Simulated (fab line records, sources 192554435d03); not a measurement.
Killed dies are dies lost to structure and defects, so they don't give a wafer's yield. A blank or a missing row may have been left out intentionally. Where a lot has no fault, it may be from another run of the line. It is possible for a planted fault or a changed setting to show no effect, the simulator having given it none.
Matching of chambers	flow n5 finfet	N5_BEOL_M10_ETCH_65 on rie diel-01: 4 sister chambers
The step etches SiARC in CF4, target depth 39 nm, time 65 s. 14 wafers are shown with their chamber, then 7 later ones without.

WAFERS WITH THEIR CHAMBER
wafer	chamber	drypump motor current A (A)	showerhead plenum p Torr (Torr)	etch rf on time s (s)
L078.2	1	6.4	2.09	63.3
L078.3	3	5.1	1.95	65.6
L078.6	0	6.2	2.05	67.8
L080.2	0	6.2	2.05	67.0
L080.4	3	5.1	1.95	64.7
L080.5	2	5.4	2.19	66.2
L085.1	2	5.4	2.19	63.5
L085.4	2	5.4	2.19	64.4
L085.6	3	5.1	1.94	65.2
L089.2	0	6.2	2.04	67.7
L089.3	3	5.1	1.94	64.8
L089.5	2	5.4	2.18	64.0
L090.2	0	6.2	2.04	67.5
L090.4	1	6.5	2.08	62.8

SIGNATURES (means of the wafers above)
reading	chamber 0	chamber 1	chamber 2	chamber 3	scatter within a chamber
drypump motor current A	6.200	6.450	5.400	5.100	0.0224
showerhead plenum p Torr	2.0450	2.0850	2.1875	1.9450	0.0057
etch rf on time s	67.500	63.050	64.525	65.075	0.718
Rule: for a wafer and a chamber, the distance is found by dividing, reading by reading, the gap between the wafer's reading and the chamber's mean by the reading's scatter, squaring, summing and taking the root. If the next closest chamber is less than 2 further off than the closest, the wafer can't be placed; otherwise it belongs to the closest. How the scatter is found: for the shown wafers, subtract from each reading the mean of its chamber, square and add these, divide the total by (wafers less chambers), then take the root.

WAFERS MISSING THEIR CHAMBER
wafer	drypump motor current A (A)	showerhead plenum p Torr (Torr)	etch rf on time s (s)
L090.6	5.2	1.94	65.1
L088.2	5.4	2.18	63.1
L088.3	6.5	2.08	62.5
L088.6	6.2	2.04	66.6
L097.1	5.4	2.18	63.9
L097.5	5.1	1.94	65.3
L097.6	5.4	2.18	64.0

WHICH CHAMBER EACH ONE RAN IN
wafer	from the rows above	in truth
L090.6	3	3
L088.2	2	2
L088.3	1	1
L088.6	0	0
L097.1	2	2
L097.5	3	3
L097.6	2	2
Placed correctly: 7 of 7. Left unplaced by these rows: 0. Placed wrongly: 0.
